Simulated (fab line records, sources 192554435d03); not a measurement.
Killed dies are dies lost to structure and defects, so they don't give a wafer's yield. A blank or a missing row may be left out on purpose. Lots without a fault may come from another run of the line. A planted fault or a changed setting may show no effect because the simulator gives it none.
A struck lot beside a sound one | flow n5_finfet | 15 steps out of a route of 1938
Sound: wafers L884.3, L884.4, L884.5. Struck: wafers L879.2, L879.5. (L879.4 of the same lot was not struck and is left out.) The cause comes at the end.
At each step with rows: each side's tool, then ch and its chambers, then its first start. Under that, the readings that differ: sound wafers | struck wafers | difference of the means | sigmas: that difference in standard deviations of wafers without a fault.
alike: readings whose means differ by less than 2 such deviations, and words and numbers that are the same on both sides. not compared: withheld readings, readings that some wafer has no value for, bounds like >300 that may hide the same value, and numbers for which the record gives no deviation and whose values overlap.
The two part at a step that has a row with sigmas, a row that says differs or no value, or rows on one side only. Numbers that don't overlap but have no deviation are shown without sigmas and don't part them. A reading that every wafer of one side lacks parts them only if that side has two wafers or more.

first, 7 steps without rows for these wafers: N5_MOL_CONTACT_COAG_COAT_77 (time 60 s, resist thk 10 nm); N5_MOL_CONTACT_COAG_COAT_78 (resist thk 40 nm); N5_MOL_CONTACT_COAG_EBR_80; N5_MOL_CONTACT_COAG_SOFTBAKE_79 (time 60 s); N5_MOL_CONTACT_COAG_EXPOSE_81 (exposes mask VG, defocus 0 nm); N5_MOL_CONTACT_COAG_PEB_82 (peb time 60 s); N5_MOL_CONTACT_COAG_DEVELOP_83 (develop time 30 s).
N5_MOL_CONTACT_COAG_CD_MEAS_84: target cd 25.1 nm.
  sound on cd_sem-03 ch 0, day 9 02:07; struck on cd_sem-03 ch 0, day 8 00:12
  alike: cd_nm
N5_MOL_CONTACT_COAG_OVL_MEAS_85:
  sound on overlay-01 ch 0, day 9 02:10; struck on overlay-02 ch 0, day 8 00:14
  alike: VG_OVL
N5_MOL_CONTACT_COAG_INSPECT_57: inspects for defects (brightfield).
  sound on defect_inspect-01, day 9 02:13; struck on defect_inspect-02, day 8 00:17
  alike: raw_defect_count
N5_MOL_CONTACT_COAG_DESCUM_88: chemistry O2, time 7 s.
  sound on rie_diel-06 ch 1,2,3, day 9 02:14; struck on rie_diel-02 ch 2,3, day 8 00:19
  alike: drypump_motor_current_A, oes_product_au, rf_vpp_V, showerhead_plenum_p_Torr, throttle_valve_pct
  not compared: rf_hours_counter_h
N5_MOL_CONTACT_COAG_ETCH_89: etches underlayer in N2/H2, target depth 13 nm, time 10.4 s.
  sound on rie_diel-06 ch 1,2,3, day 9 02:17; struck on rie_diel-02 ch 2,3, day 8 00:22
  alike: drypump_motor_current_A, etch_rf_on_time_s, oes_product_au, rf_vpp_V, showerhead_plenum_p_Torr, throttle_valve_pct
  not compared: rf_hours_counter_h
N5_MOL_CONTACT_COAG_ETCH_90: etches SiARC in CF4, target depth 13 nm, time 21.7 s.
  sound on rie_diel-06 ch 1,2,3, day 9 02:18; struck on rie_diel-02 ch 2,3, day 8 00:23
  reading               | sound          | struck    | difference | sigmas
  etch_rf_on_time_s (s) | 22.1 21.2 22.2 | 14.6 14.6 | -7.2       | -14
  oes_product_au (a.u.) | 0.59 0.60 0.58 | 0.80 0.75 | +0.19      | +3
  alike: drypump_motor_current_A, rf_vpp_V, showerhead_plenum_p_Torr, throttle_valve_pct
  not compared: rf_hours_counter_h
N5_MOL_CONTACT_COAG_ALD_131: deposits SiO2, target thk 5 nm, pulse time 1 s, co reactant pulse time 1 s.
  sound on ald_sin-02 ch 0,1,3, day 9 02:23; struck on ald_sin-01 ch 1,3, day 8 00:28
  alike: heater_power_w, precursor_pulse_height_rel
-- the record jumps here: 5 days lie between the struck wafers' starts before and after (it left off in module MOL_CONTACT_COAG and takes up again in module BEOL_M4, whose first step shown is number 1111 of the route) --
N5_BEOL_M4_RC_MEAS_101:
  sound on prober-02 ch 0, day 13 22:15; struck on prober-02 ch 0, day 12 23:09
  alike: DIBL_N, DIBL_P, IOFF_N, IOFF_P, ION_N, ION_P, SS_N, SS_P, VT_N, VT_P

WHERE THEY PART
Only at N5_MOL_CONTACT_COAG_ETCH_90, within this record. Later steps at which nothing parts them and some readings are alike: N5_MOL_CONTACT_COAG_ALD_131, N5_BEOL_M4_RC_MEAS_101.

WHY: what the simulator had put in
Process parameter drift: rie_diel-02, from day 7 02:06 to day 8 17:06, at N5_MOL_CONTACT_COAG_ETCH_90. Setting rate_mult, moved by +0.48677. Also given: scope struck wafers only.
